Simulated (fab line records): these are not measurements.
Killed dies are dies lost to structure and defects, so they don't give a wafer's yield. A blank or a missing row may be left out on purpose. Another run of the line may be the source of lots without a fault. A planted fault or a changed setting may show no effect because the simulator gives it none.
fab line records	flow n5_finfet
record lots=11	wafers=32	last_day=19
route steps=1938 shown BEOL_M0@732 BEOL_M4@1111 PASSIVATION@1936
lots with no fault: from the same line, run without faults
start_h: the number of hours between the record's first day and the start of the first shown wafer of the lot	wait_h: hours since the lot's step before	" as in the row above	L1.1+2: a row that stands for several wafers	- no value, or no start given	* or withheld: withheld	< > ~ a bound
route shown NAME@n: NAME is a module with steps in the file, n the number in the route of the first one	usual: mean and standard deviation over wafers with no fault	same: alike in all rows	chamber/n: place in a boat	sites: readings site by site	_std_site: the standard deviation of these	_edge_site: mean of outer sites minus mean of inner sites	radius_mm: for every site, how far away it sits from the centre of the wafer	mask NAME#n: copy n	behind: the most recent tool/chamber to have shaped the wafer	hold: reason for holding the lot/hours on hold/outcome of the hold	device: names the non-switching transistor (n, p or np)	end of line: at the end of the route, the tests of the same wafers	a step without rows: its recipe alone	killed: at the first sort, the dies lost to defects and structure; wafer yield is something else	map: a wafer's dies, x killed, . not, _ none there
set.NAME: the setting as run; set.NAME@STEP: as run at that earlier step	model.NAME: the simulator's own value behind a step, which no gauge read
a sample of lots followed through the steps of the route, with each step as a table and each wafer as a row
services: when a tool's chamber went out of use (start_h, in hours from the record's first day, below 0 if earlier), for how many hours, and the reason
## steps
# step N5_BEOL_M0_SURFACE_TREAT_137
# recipe gas=Ar	time_s=*	ion_energy_ev=*	ion_current_ma_cm2=0.5	pressure_mtorr=*	ar_flow_sccm=30
# usual throttle_valve_pct=*
lot.wafer	tool	chamber	start_h	wait_h	throttle_valve_pct
L335.1	pvd_sputter-01	-	116.18	0.1	*
L335.2	"	-	"	"	*
L335.6	"	-	"	"	*
L337.3	pvd_sputter-03	-	131.81	0.2	*
L337.4	"	-	"	"	*
L337.5	"	-	"	"	*
L338.2	pvd_sputter-03	-	140.12	0.2	*
L338.3	"	-	"	"	*
L338.5	"	-	"	"	*
L340.1	pvd_sputter-02	-	153.54	0.2	*
L340.3	"	-	"	"	*
L340.4	"	-	"	"	*
L342.4	pvd_sputter-02	-	168.75	0.2	*
L342.5	"	-	"	"	*
L342.6	"	-	"	"	*
L346.1	pvd_sputter-03	-	189.16	0.3	*
L346.2	"	-	"	"	*
L347.2	pvd_sputter-03	-	192.12	0.2	*
L347.3	"	-	"	"	*
L347.4	"	-	"	"	*
L349.1	pvd_sputter-02	-	206.85	0.1	*
L349.3	"	-	"	"	*
L349.5	"	-	"	"	*
L352.2	pvd_sputter-02	-	216.49	0.2	*
L352.4	"	-	"	"	*
L352.5	"	-	"	"	*
L353.1	pvd_sputter-03	-	221.62	0.2	*
L353.2	"	-	"	"	*
L353.3	"	-	"	"	*
L357.2	pvd_sputter-01	-	249.77	0.3	*
L357.3	"	-	"	"	*
L357.5	"	-	"	"	*
# step N5_BEOL_M0_ANNEAL_117
# recipe temp_c=400	time_s=60	ambient=vacuum
# usual heater_power_w=853/64
lot.wafer	tool	chamber	start_h	wait_h	heater_power_w
L335.1	pvd_sputter-02	-	117.34	0.0	808
L335.2	"	-	"	"	1003
L335.6	"	-	"	"	856
L337.3	pvd_sputter-02	-	135.17	0.0	792
L337.4	"	-	"	"	859
L337.5	"	-	"	"	847
L338.2	pvd_sputter-03	-	140.48	0.0	858
L338.3	"	-	"	"	820
L338.5	"	-	"	"	881
L340.1	pvd_sputter-03	-	153.83	0.0	888
L340.3	"	-	"	"	821
L340.4	"	-	"	"	819
L342.4	pvd_sputter-02	-	169.11	0.0	1013
L342.5	"	-	"	"	845
L342.6	"	-	"	"	1014
L346.1	pvd_sputter-02	-	190.48	0.0	817
L346.2	"	-	"	"	842
L347.2	pvd_sputter-01	-	194.00	0.0	806
L347.3	"	-	"	"	843
L347.4	"	-	"	"	849
L349.1	pvd_sputter-02	-	207.47	0.0	1015
L349.3	"	-	"	"	822
L349.5	"	-	"	"	788
L352.2	pvd_sputter-02	-	216.81	0.0	810
L352.4	"	-	"	"	1018
L352.5	"	-	"	"	817
L353.1	pvd_sputter-02	-	221.91	0.0	798
L353.2	"	-	"	"	806
L353.3	"	-	"	"	1015
L357.2	pvd_sputter-01	-	250.23	0.0	776
L357.3	"	-	"	"	859
L357.5	"	-	"	"	874
# step N5_BEOL_M0_ANNEAL_135
# recipe temp_c=400	time_s=60	ambient=vacuum
# usual heater_power_w=853/61
lot.wafer	tool	chamber	start_h	wait_h	heater_power_w
L335.1	pvd_sputter-02	-	117.58	0.0	795
L335.2	"	-	"	"	1025
L335.6	"	-	"	"	859
L337.3	pvd_sputter-02	-	135.41	0.0	799
L337.4	"	-	"	"	848
L337.5	"	-	"	"	863
L338.2	pvd_sputter-03	-	140.72	0.0	851
L338.3	"	-	"	"	836
L338.5	"	-	"	"	917
L340.1	pvd_sputter-03	-	154.07	0.0	903
L340.3	"	-	"	"	809
L340.4	"	-	"	"	819
L342.4	pvd_sputter-02	-	169.35	0.0	1020
L342.5	"	-	"	"	854
L342.6	"	-	"	"	1042
L346.1	pvd_sputter-02	-	190.72	0.0	800
L346.2	"	-	"	"	847
L347.2	pvd_sputter-01	-	194.24	0.0	798
L347.3	"	-	"	"	841
L347.4	"	-	"	"	869
L349.1	pvd_sputter-02	-	207.71	0.0	999
L349.3	"	-	"	"	802
L349.5	"	-	"	"	803
L352.2	pvd_sputter-02	-	217.07	0.0	834
L352.4	"	-	"	"	993
L352.5	"	-	"	"	837
L353.1	pvd_sputter-02	-	222.15	0.0	799
L353.2	"	-	"	"	821
L353.3	"	-	"	"	976
L357.2	pvd_sputter-01	-	250.47	0.0	803
L357.3	"	-	"	"	854
L357.5	"	-	"	"	862
# step N5_BEOL_M0_CO_CAP_123
# recipe material=Co	target_thk_a=20	temp_c=200	precursor=CCTBA/H2	pressure_torr=30	time_s=102.1
# usual heater_power_w=237/29	run_length_s=125.0/0.58
lot.wafer	tool	chamber	start_h	wait_h	heater_power_w	run_length_s	since_wet_clean_h
L335.1	cvd_co-01	2	118.52	0.0	191	124.5	201
L335.2	"	0	"	"	242	124.9	660
L335.6	"	2	"	"	190	124.7	-
L337.3	cvd_co-02	0	136.37	0.1	250	125.3	-
L337.4	"	2	"	"	220	125.4	-
L337.5	"	2	"	"	224	125.2	-
L338.2	cvd_co-01	2	141.74	0.0	192	124.1	224
L338.3	"	1	"	"	254	125.2	1120
L338.5	"	1	"	"	255	125.2	-
L340.1	cvd_co-01	1	155.55	0.0	253	124.9	1134
L340.3	"	0	"	"	243	125.2	697
L340.4	"	2	"	"	186	124.5	-
L342.4	cvd_co-01	2	170.29	0.0	194	124.7	-
L342.5	"	0	"	"	236	125.0	-
L342.6	"	1	"	"	257	125.0	-
L346.1	cvd_co-01	1	192.09	0.0	261	125.5	1171
L346.2	"	2	"	"	196	156.3	274
L347.2	cvd_co-01	2	195.47	0.0	194	156.4	277
L347.3	"	1	"	"	258	157.9	1174
L347.4	"	0	"	"	246	125.2	-
L349.1	cvd_co-02	1	208.63	0.0	284	124.4	59
L349.3	"	0	"	"	254	125.5	-
L349.5	"	0	"	"	257	126.2	-
L352.2	cvd_co-02	2	217.99	0.0	228	125.5	519
L352.4	"	0	"	"	254	125.9	-
L352.5	"	1	"	"	291	123.8	-
L353.1	cvd_co-02	1	223.17	0.0	284	123.9	74
L353.2	"	2	"	"	226	125.6	524
L353.3	"	0	"	"	253	126.4	983
L357.2	cvd_co-02	1	251.80	0.0	291	123.9	102
L357.3	"	0	"	"	258	125.8	1012
L357.5	"	1	"	"	284	124.2	-
# step N5_BEOL_M4_RC_MEAS_101
# usual DIBL_N=36.8/1.9	DIBL_P=36.5/2.1	IOFF_N=0.17/0.038	IOFF_P=0.22/0.039	ION_N=675/12	ION_P=463/7.4	SS_N=71.6/0.71	SS_P=73.4/0.72	VT_N=249/3.3	VT_P=-250/3.3
lot.wafer	tool	chamber	start_h	wait_h	DIBL_N[mV/V]	DIBL_P[mV/V]	IOFF_N[nA/um]	IOFF_P[nA/um]	ION_N[uA/um]	ION_P[uA/um]	SS_N[mV/dec]	SS_P[mV/dec]	VT_N[mV]	VT_P[mV]
L335.1	prober-01	0	176.42	0.0	34.7	34.3	0.12	0.16	657	453	71.0	72.6	251	-256
L335.2	"	0	"	"	39.9	40.0	0.21	0.24	680	459	72.7	74.3	249	-252
L335.6	"	0	"	"	35.7	34.5	0.12	0.16	656	450	70.9	72.9	252	-256
L337.3	prober-02	0	195.06	0.3	37.8	37.4	0.19	0.25	672	461	71.9	73.3	248	-249
L337.4	"	0	"	"	36.4	36.3	0.17	0.23	678	465	71.3	73.2	248	-247
L337.5	"	0	"	"	37.7	38.7	0.19	0.27	684	472	71.3	73.7	242	-244
L338.2	prober-01	0	195.36	0.2	34.4	35.3	0.14	0.19	671	453	70.9	73.0	250	-252
L338.3	"	0	"	"	33.6	34.6	0.13	0.18	657	455	71.0	72.9	252	-251
L338.5	"	0	"	"	34.9	35.1	0.15	0.19	670	455	70.8	73.9	253	-251
L340.1	prober-02	0	203.56	0.0	40.9	40.5	0.23	0.29	690	470	72.9	75.1	247	-247
L340.3	"	0	"	"	39.9	40.0	0.24	0.31	705	486	72.0	74.4	241	-244
L340.4	"	0	"	"	36.8	35.5	0.16	0.21	678	468	70.9	73.7	249	-250
L342.4	prober-02	0	231.60	0.5	37.4	38.5	0.18	0.24	667	460	70.8	74.2	248	-250
L342.5	"	0	"	"	37.9	39.4	0.20	0.28	668	461	72.4	74.2	249	-246
L342.6	"	0	"	"	38.2	38.4	0.18	0.24	667	463	72.5	73.4	249	-247
L346.1	prober-01	0	245.67	0.0	37.2	36.3	0.16	0.21	664	460	71.0	73.0	251	-248
L346.2	"	0	"	"	37.3	36.5	0.17	0.23	686	469	71.1	73.7	248	-248
L347.2	prober-01	0	262.78	0.2	35.2	34.2	0.15	0.18	670	458	70.6	72.4	249	-252
L347.3	"	0	"	"	40.4	39.5	0.26	0.29	674	458	72.3	73.7	245	-247
L347.4	"	0	"	"	34.9	35.6	0.14	0.21	678	480	70.3	72.1	250	-248
L349.1	prober-01	0	287.35	0.0	39.0	37.3	0.23	0.27	668	461	73.2	73.8	247	-244
L349.3	"	0	"	"	34.7	34.8	0.14	0.23	682	480	70.9	73.4	251	-248
L349.5	"	0	"	"	41.0	40.3	0.31	0.33	682	470	72.9	75.1	242	-243
L352.2	prober-02	0	292.74	0.2	36.2	35.5	0.13	0.18	676	461	71.8	73.3	253	-256
L352.4	"	0	"	"	38.4	37.3	0.16	0.20	667	454	72.5	73.9	252	-251
L352.5	"	0	"	"	34.2	32.5	0.11	0.14	673	456	71.4	72.3	254	-257
L353.1	prober-01	0	313.53	0.0	41.5	43.1	0.26	0.28	693	473	73.3	75.2	244	-251
L353.2	"	0	"	"	37.3	37.8	0.15	0.19	673	458	71.5	74.0	253	-255
L353.3	"	0	"	"	36.6	36.4	0.14	0.17	672	455	71.4	73.0	254	-256
L357.2	prober-02	0	337.79	0.2	38.5	38.1	0.20	0.25	698	472	72.2	73.8	244	-247
L357.3	"	0	"	"	41.7	40.6	0.28	0.31	685	470	72.6	74.5	242	-245
L357.5	"	0	"	"	36.9	34.9	0.16	0.20	680	465	71.7	73.5	250	-251
# step N5_PASSIVATION_PROBE_49
# usual defect_limited_yield=91.3/1.4	killed_at_M0_to_M3=33/11	killed_at_M4_up=15/6.2	killed_at_contacts=13/6.5	killed_at_front_end=38/11	killed_at_other=3.4/2.6	killed_dies=102/17	killed_open=67/12	killed_short=34/7.9	sort_bin_4_leakage=0.00/0.022	sort_bin_5_function=5.1/0.88	sort_bin_6_memory=3.3/0.65	sort_bin_8_speed=0.00/0.0099	sort_n_pass=1078/17	sort_yield_pct=91.3/1.4
# same gross_dies=1180	killed_at_back_side=0
lot.wafer	tool	chamber	start_h	wait_h	defect_limited_yield[%]	killed_at_M0_to_M3	killed_at_M4_up	killed_at_contacts	killed_at_front_end	killed_at_other	killed_dies	killed_open	killed_short	sort_bin_4_leakage[%]	sort_bin_5_function[%]	sort_bin_6_memory[%]	sort_bin_8_speed[%]	sort_n_pass	sort_yield_pct[%]
L335.1	prober-01	-	273.66	0.0	91.5	19	8	26	46	1	100	61	39	0	5.4	2.8	0	1080	91.5
L335.2	prober-01	-	273.71	0.1	92.7	24	23	20	19	0	86	62	23	0	4.8	2.3	0	1094	92.7
L335.6	prober-01	-	273.91	0.3	93.1	14	9	29	30	0	82	55	27	0	4.5	2.3	0	1098	93.1
L338.2	prober-02	-	295.00	0.1	88.9	49	14	20	45	3	131	90	41	0	7.1	3.5	0	1049	88.9
L338.3	prober-02	-	295.05	0.1	89.1	43	23	15	43	5	129	85	43	0	6.4	4.2	0	1051	89.1
L338.5	prober-02	-	295.15	0.2	90.2	44	21	20	29	2	116	75	39	0	5.4	4.2	0	1064	90.2
L340.1	prober-01	-	304.36	0.0	92.3	30	7	16	36	2	91	59	31	0	4.9	2.5	0	1089	92.3
L340.3	prober-01	-	304.46	0.1	93.9	21	15	3	32	1	72	44	26	0	3.6	2.3	0	1108	93.9
L340.4	prober-01	-	304.51	0.2	92.0	29	18	7	37	3	94	54	40	0	4.8	2.6	0	1086	92.0
L337.3	prober-02	-	315.83	0.1	92.4	21	14	18	32	5	90	57	31	0	4.4	2.9	0	1090	92.4
L337.4	prober-02	-	315.88	0.2	90.6	54	11	9	31	6	111	71	36	0	6.0	3.1	0	1069	90.6
L337.5	prober-02	-	315.93	0.2	92.2	37	15	7	28	5	92	62	28	0	4.6	3.0	0	1088	92.2
L342.4	prober-01	-	339.08	0.5	92.4	25	14	22	28	1	90	59	27	0	4.4	3.1	0	1090	92.4
L342.5	prober-01	-	339.13	0.6	91.9	43	7	8	34	3	95	58	36	0	4.7	3.0	0	1085	91.9
L342.6	prober-01	-	339.18	0.6	90.6	43	4	17	45	2	111	71	40	0	5.0	4.4	0	1069	90.6
L346.1	prober-02	-	346.66	0.0	91.6	48	15	13	22	1	99	66	33	0	4.7	3.2	0	1081	91.6
L346.2	prober-02	-	346.71	0.1	91.2	40	23	7	32	2	104	65	39	0	5.3	3.3	0	1076	91.2
L347.2	prober-02	-	363.71	0.1	92.5	31	11	11	34	1	88	56	32	0	4.1	3.1	0	1092	92.5
L347.3	prober-02	-	363.76	0.1	91.7	29	12	6	46	5	98	65	31	0	4.8	3.2	0	1082	91.7
L347.4	prober-02	-	363.81	0.2	90.8	30	3	4	71	1	109	65	43	0	4.8	3.5	0.08	1071	90.8
L349.1	prober-01	-	391.87	0.0	93.2	25	13	8	33	1	80	57	23	0	3.6	3.0	0	1100	93.2
L349.3	prober-01	-	391.97	0.1	92.1	34	12	9	37	1	93	66	27	0	4.6	3.0	0	1087	92.1
L349.5	prober-01	-	392.07	0.2	92.5	32	14	7	31	5	89	64	25	0.25	3.6	3.7	0	1088	92.2
L352.2	prober-02	-	392.57	0.1	91.3	27	21	9	42	4	103	73	26	0	4.7	3.6	0	1077	91.3
L352.4	prober-02	-	392.67	0.2	89.7	20	26	14	55	7	122	73	47	0	5.6	4.0	0	1058	89.7
L352.5	prober-02	-	392.72	0.2	90.8	23	21	23	41	0	108	81	27	0	5.2	3.8	0	1072	90.8
L353.1	prober-02	-	420.13	0.0	89.8	40	22	7	50	1	120	75	41	0.08	6.4	3.1	0	1059	89.7
L353.2	prober-02	-	420.18	0.1	90.3	34	20	9	47	4	114	66	46	0	6.1	3.1	0	1066	90.3
L353.3	prober-02	-	420.23	0.1	90.8	38	27	14	29	0	108	68	37	0	5.4	3.4	0	1072	90.8
L357.2	prober-01	-	455.34	0.1	90.2	29	24	9	51	3	116	87	27	0	5.2	4.1	0	1064	90.2
L357.3	prober-01	-	455.39	0.1	90.8	18	31	15	39	6	109	71	36	0	5.8	3.3	0	1071	90.8
L357.5	prober-01	-	455.49	0.2	91.3	34	20	13	35	1	103	71	31	0	4.8	3.7	0	1077	91.3
# killed by level:class
L335.1 MOL_CONTACT_COAG:geometric_particle:open=20 FIN_SAQP:geometric_particle:short=13 ILD0:geometric_particle:short=6 MOL_CONTACT_COAG:geometric_particle:short=6 BEOL_M0_SAQP:geometric_particle:short=6 GATE_CUT:geometric_particle:open=5 BEOL_M4:geometric_particle:open=5 ILD0:geometric_particle:open=4
L335.2 BEOL_M4:geometric_particle:open=12 MOL_CONTACT_COAG:geometric_particle:open=10 MOL_CONTACT_COAG:geometric_particle:short=10 BEOL_M3:geometric_particle:open=8 FIN_SAQP:geometric_particle:open=5 STI_FIN_REVEAL:geometric_particle:open=5 BEOL_M0_SAQP:geometric_particle:open=5 FIN_SAQP:geometric_particle:short=3
L335.6 MOL_CONTACT_COAG:geometric_particle:open=19 MOL_CONTACT_COAG:geometric_particle:short=10 STI_FIN_REVEAL:geometric_particle:open=8 FIN_CUT:geometric_particle:open=4 STI_FIN_REVEAL:geometric_particle:short=4 BEOL_M4:geometric_particle:open=4 STARTING-WAFER:geometric_particle:open=4 BEOL_M2:geometric_particle:open=3
L338.2 MOL_CONTACT_COAG:geometric_particle:open=14 STI_FIN_REVEAL:geometric_particle:open=13 BEOL_M0_SAQP:geometric_particle:open=11 BEOL_M0_SAQP:geometric_particle:short=11 BEOL_M1:geometric_particle:open=9 BEOL_M2:geometric_particle:open=9 BEOL_M0:geometric_particle:open=6 BEOL_M4:geometric_particle:open=6
L338.3 FIN_SAQP:geometric_particle:short=11 MOL_CONTACT_COAG:geometric_particle:open=11 FIN_SAQP:geometric_particle:open=10 BEOL_M0_SAQP:geometric_particle:open=10 BEOL_M4:geometric_particle:open=9 BEOL_M0_SAQP:geometric_particle:short=9 BEOL_M1:geometric_particle:open=8 STI_FIN_REVEAL:geometric_particle:open=6
L338.5 MOL_CONTACT_COAG:geometric_particle:open=15 BEOL_M0_SAQP:geometric_particle:open=15 BEOL_M0_SAQP:geometric_particle:short=14 BEOL_M4:geometric_particle:open=8 FIN_SAQP:geometric_particle:short=7 BEOL_M3:geometric_particle:open=6 MOL_CONTACT_COAG:geometric_particle:short=5 DUMMY_GATE:geometric_particle:open=4
L340.1 MOL_CONTACT_COAG:geometric_particle:open=14 BEOL_M0_SAQP:geometric_particle:open=10 STI_FIN_REVEAL:geometric_particle:open=8 BEOL_M0_SAQP:geometric_particle:short=8 STI_FIN_REVEAL:geometric_particle:short=6 GATE_CUT:geometric_particle:short=6 BEOL_M3:geometric_particle:open=5 GATE_CUT:geometric_particle:open=4
L340.3 BEOL_M3:geometric_particle:open=9 GATE_CUT:geometric_particle:short=6 BEOL_M4:geometric_particle:open=6 STI_FIN_REVEAL:geometric_particle:open=5 DUMMY_GATE:geometric_particle:open=5 BEOL_M4:geometric_particle:short=4 DUMMY_GATE:geometric_particle:short=3 FIN_SAQP:geometric_particle:short=2
L340.4 BEOL_M4:geometric_particle:open=12 GATE_CUT:geometric_particle:short=8 STI_FIN_REVEAL:geometric_particle:open=7 BEOL_M0_SAQP:geometric_particle:short=7 BEOL_M0_SAQP:geometric_particle:open=7 STARTING-WAFER:geometric_particle:short=6 MOL_CONTACT_COAG:geometric_particle:open=5 BEOL_M2:geometric_particle:open=5
L337.3 MOL_CONTACT_COAG:geometric_particle:open=14 FIN_SAQP:geometric_particle:open=7 BEOL_M2:geometric_particle:open=6 FIN_SAQP:geometric_particle:short=5 BEOL_M0_SAQP:geometric_particle:short=5 STI_FIN_REVEAL:geometric_particle:short=4 BEOL_M4:geometric_particle:open=4 BEOL_M5:geometric_particle:open=4
L337.4 BEOL_M0_SAQP:geometric_particle:open=15 BEOL_M0_SAQP:geometric_particle:short=13 BEOL_M3:geometric_particle:open=13 MOL_CONTACT_COAG:geometric_particle:open=7 GATE_CUT:geometric_particle:short=6 BEOL_M1:geometric_particle:open=6 FIN_SAQP:geometric_particle:open=5 GATE_CUT:geometric_particle:open=5
L337.5 GATE_CUT:geometric_particle:open=9 BEOL_M0_SAQP:geometric_particle:open=9 BEOL_M0_SAQP:geometric_particle:short=9 BEOL_M2:geometric_particle:open=7 BEOL_M3:geometric_particle:open=6 BEOL_M1:geometric_particle:open=5 BEOL_M4:geometric_particle:open=5 BEOL_M5:geometric_particle:open=5
L342.4 MOL_CONTACT_COAG:geometric_particle:open=19 FIN_SAQP:geometric_particle:open=8 FIN_SAQP:geometric_particle:short=5 BEOL_M2:geometric_particle:open=5 BEOL_M0_SAQP:geometric_particle:short=4 DUMMY_GATE:geometric_particle:open=3 MOL_CONTACT_COAG:geometric_particle:short=3 BEOL_M0_SAQP:geometric_particle:open=3
L342.5 BEOL_M1:geometric_particle:open=12 BEOL_M2:geometric_particle:open=9 BEOL_M0_SAQP:geometric_particle:open=8 FIN_SAQP:geometric_particle:open=6 GATE_CUT:geometric_particle:short=6 MOL_CONTACT_COAG:geometric_particle:open=6 BEOL_M0_SAQP:geometric_particle:short=6 FIN_SAQP:geometric_particle:short=5
L342.6 FIN_SAQP:geometric_particle:open=14 FIN_SAQP:geometric_particle:short=14 MOL_CONTACT_COAG:geometric_particle:open=14 BEOL_M0_SAQP:geometric_particle:short=12 BEOL_M2:geometric_particle:open=12 BEOL_M0_SAQP:geometric_particle:open=8 STI_FIN_REVEAL:geometric_particle:open=6 BEOL_M1:geometric_particle:open=5
L346.1 BEOL_M3:geometric_particle:open=12 MOL_CONTACT_COAG:geometric_particle:open=11 BEOL_M1:geometric_particle:open=8 FIN_SAQP:geometric_particle:short=7 BEOL_M1:geometric_particle:short=6 BEOL_M4:geometric_particle:open=6 BEOL_M3:geometric_particle:short=5 FIN_SAQP:geometric_particle:open=4
L346.2 FIN_SAQP:geometric_particle:short=13 BEOL_M4:geometric_particle:open=11 BEOL_M0_SAQP:geometric_particle:open=7 BEOL_M3:geometric_particle:open=7 STI_FIN_REVEAL:geometric_particle:open=6 MOL_CONTACT_COAG:geometric_particle:open=6 BEOL_M0_SAQP:geometric_particle:short=5 BEOL_M2:geometric_particle:open=5
L347.2 GATE_CUT:geometric_particle:short=9 MOL_CONTACT_COAG:geometric_particle:open=8 BEOL_M0_SAQP:geometric_particle:open=8 GATE_CUT:geometric_particle:open=6 BEOL_M1:geometric_particle:open=6 STI_FIN_REVEAL:geometric_particle:open=5 BEOL_M0_SAQP:geometric_particle:short=5 BEOL_M2:geometric_particle:open=5
L347.3 GATE_CUT:geometric_particle:short=13 BEOL_M3:geometric_particle:open=9 FIN_SAQP:geometric_particle:short=8 FIN_SAQP:geometric_particle:open=7 GATE_CUT:geometric_particle:open=7 BEOL_M4:geometric_particle:open=7 BEOL_M1:geometric_particle:open=6 MOL_CONTACT_COAG:geometric_particle:open=5
L347.4 STI_FIN_REVEAL:geometric_particle:open=17 FIN_SAQP:geometric_particle:open=12 FIN_SAQP:geometric_particle:short=10 BEOL_M0_SAQP:geometric_particle:open=9 BEOL_M0_SAQP:geometric_particle:short=8 GATE_CUT:geometric_particle:short=7 GATE_CUT:geometric_particle:open=6 STI_FIN_REVEAL:geometric_particle:short=5
L349.1 STI_FIN_REVEAL:geometric_particle:open=10 FIN_SAQP:geometric_particle:open=7 MOL_CONTACT_COAG:geometric_particle:open=7 BEOL_M1:geometric_particle:open=5 BEOL_M2:geometric_particle:open=5 BEOL_M0_SAQP:geometric_particle:short=4 BEOL_M3:geometric_particle:open=4 ILD0:geometric_particle:short=3
L349.3 STI_FIN_REVEAL:geometric_particle:open=11 BEOL_M1:geometric_particle:open=11 MOL_CONTACT_COAG:geometric_particle:open=8 BEOL_M2:geometric_particle:open=8 BEOL_M2:geometric_particle:short=6 FIN_SAQP:geometric_particle:short=5 DUMMY_GATE:geometric_particle:open=5 BEOL_M1:geometric_particle:short=5
L349.5 BEOL_M0_SAQP:geometric_particle:open=8 BEOL_M1:geometric_particle:open=8 STARTING-WAFER:geometric_particle:open=7 MOL_CONTACT_COAG:geometric_particle:open=5 STI_FIN_REVEAL:geometric_particle:open=4 GATE_CUT:geometric_particle:short=4 BEOL_M1:geometric_particle:short=4 BEOL_M3:geometric_particle:open=4
L352.2 BEOL_M2:geometric_particle:open=11 BEOL_M4:geometric_particle:open=11 STI_FIN_REVEAL:geometric_particle:open=8 BEOL_M0_SAQP:geometric_particle:open=7 GATE_CUT:geometric_particle:short=7 FIN_SAQP:geometric_particle:open=6 MOL_CONTACT_COAG:geometric_particle:open=6 BEOL_M0_SAQP:geometric_particle:short=4
L352.4 BEOL_M4:geometric_particle:open=16 FIN_SAQP:geometric_particle:short=12 MOL_CONTACT_COAG:geometric_particle:open=11 GATE_CUT:geometric_particle:short=10 FIN_SAQP:geometric_particle:open=8 STI_FIN_REVEAL:geometric_particle:open=7 BEOL_M0_SAQP:geometric_particle:short=5 BEOL_M2:geometric_particle:open=4
L352.5 MOL_CONTACT_COAG:geometric_particle:open=19 BEOL_M4:geometric_particle:open=16 FIN_SAQP:geometric_particle:open=11 GATE_CUT:geometric_particle:short=9 BEOL_M2:geometric_particle:open=9 STI_FIN_REVEAL:geometric_particle:open=7 STARTING-WAFER:geometric_particle:open=6 MOL_CONTACT_COAG:geometric_particle:short=4
L353.1 BEOL_M4:geometric_particle:open=15 GATE_CUT:geometric_particle:short=13 FIN_SAQP:geometric_particle:short=11 BEOL_M0_SAQP:geometric_particle:open=11 BEOL_M2:geometric_particle:open=9 DUMMY_GATE:geometric_particle:open=8 BEOL_M3:geometric_particle:open=7 FIN_SAQP:geometric_particle:open=6
L353.2 FIN_SAQP:geometric_particle:short=17 BEOL_M4:geometric_particle:open=11 BEOL_M3:geometric_particle:open=8 FIN_SAQP:geometric_particle:open=7 BEOL_M0_SAQP:geometric_particle:short=7 MOL_CONTACT_COAG:geometric_particle:open=7 GATE_CUT:geometric_particle:short=6 DUMMY_GATE:geometric_particle:open=6
L353.3 MOL_CONTACT_COAG:geometric_particle:open=12 BEOL_M0_SAQP:geometric_particle:short=11 BEOL_M2:geometric_particle:open=9 BEOL_M0_SAQP:geometric_particle:open=6 FIN_SAQP:geometric_particle:open=5 FIN_SAQP:geometric_particle:short=5 DUMMY_GATE:geometric_particle:open=5 BEOL_M4:geometric_particle:open=5
L357.2 BEOL_M4:geometric_particle:open=18 FIN_SAQP:geometric_particle:open=13 BEOL_M2:geometric_particle:open=10 BEOL_M3:geometric_particle:open=9 MOL_CONTACT_COAG:geometric_particle:open=8 FIN_SAQP:geometric_particle:short=4 DUMMY_GATE:geometric_particle:open=4 ILD0:geometric_particle:open=4
L357.3 BEOL_M4:geometric_particle:open=18 MOL_CONTACT_COAG:geometric_particle:open=11 FIN_SAQP:geometric_particle:short=9 BEOL_M2:geometric_particle:open=6 STARTING-WAFER:geometric_particle:open=6 FIN_SAQP:geometric_particle:open=5 STI_FIN_REVEAL:geometric_particle:open=4 DUMMY_GATE:geometric_particle:open=4
L357.5 BEOL_M4:geometric_particle:open=14 STI_FIN_REVEAL:geometric_particle:open=9 BEOL_M2:geometric_particle:open=9 BEOL_M3:geometric_particle:open=9 MOL_CONTACT_COAG:geometric_particle:open=8 FIN_SAQP:geometric_particle:open=5 MOL_CONTACT_COAG:geometric_particle:short=5 BEOL_M0_SAQP:geometric_particle:short=4
## services
tool	chamber	start_h	hours	kind
pvd_sputter-03	-	95.98	4.5	repair
cvd_co-02	2	102.27	15.9	repair
cvd_co-02	1	110.90	16.5	repair
pvd_sputter-03	-	120.94	3.7	repair
pvd_sputter-01	-	121.58	6.0	repair
cvd_co-02	1	127.53	-	clean
cvd_co-02	1	127.53	22.0	scheduled_down
cvd_co-02	1	127.53	22.0	vent_cycle
pvd_sputter-01	-	130.92	7.7	repair
cvd_co-02	2	184.98	28.7	repair
cvd_co-02	-	235.74	1.7	repair
## key
first_sign step=N5_BEOL_M0_CO_CAP_123	reading=run_length_s	direction=up	sigmas=55	usual=*	struck=*
effect none on later readings
met_at N5_BEOL_M0_CO_CAP_123
struck_lots L346,L347
struck_wafers L346.2,L347.2,L347.3
not_acting_at N5_BEOL_M0_SURFACE_TREAT_137,N5_BEOL_M0_ANNEAL_117,N5_BEOL_M0_ANNEAL_135
onset_between 170.29 192.09
fault kind=process_parameter_drift	tool=cvd_co-01	chamber=-	onset_h=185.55	steps=N5_BEOL_M0_CO_CAP_123	channel=time_s	offset=*	shape=step	end_h=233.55	scope=struck_wafers_only	acts_in=*	stated=*
